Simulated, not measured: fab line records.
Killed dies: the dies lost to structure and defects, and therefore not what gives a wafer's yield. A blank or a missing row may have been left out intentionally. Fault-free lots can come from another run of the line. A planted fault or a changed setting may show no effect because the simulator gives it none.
Matching of chambers    flow n5-finfet    N5_SPACER0_ALD_08 on ald-sin-01: 4 sister chambers
The step deposits SiNx, target thk 2 nm. 4 wafers are shown with their chamber, then 8 later ones without.

## WAFERS WITH THEIR CHAMBER
wafer   chamber  heater-power-w (W)
L078.6  1        832
L081.2  0        879
L081.5  2        844
L082.1  3        884

## WAFERS WITH NO CHAMBER GIVEN
wafer   heater-power-w (W)
L082.2  828
L082.5  834
L085.2  824
L085.4  860
L085.5  876
L091.2  839
L091.3  829
L091.4  860

## THE CHAMBER EACH PASSED THROUGH
wafer   from the rows above                in truth
L082.2  can't be placed: 1 or 2            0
L082.5  can't be placed: 1 or 2            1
L085.2  can't be placed: 1 or 2            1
L085.4  can't be placed: 2 or 0 or 3 or 1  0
L085.5  can't be placed: 0 or 3            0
L091.2  can't be placed: 2 or 1            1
L091.3  can't be placed: 1 or 2            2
L091.4  can't be placed: 2 or 0 or 3 or 1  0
Correctly placed: 0 of 8. Can't be placed from these rows: 8 (the true chamber is among the candidates in 7). Wrongly placed: 0.
How it was worked out, from the rows above alone: a wafer's distance from a chamber is the root of the sum, over the readings, of the square of ((its reading less the chamber's mean) divided by the reading's scatter). If the next closest chamber is less than 2 further off than the closest, the wafer can't be placed; otherwise it belongs to the closest. A chamber's mean is the mean of its shown wafers. The scatter: root of mean squared gap, hidden wafer to nearest shown wafer, with one shown wafer a chamber.
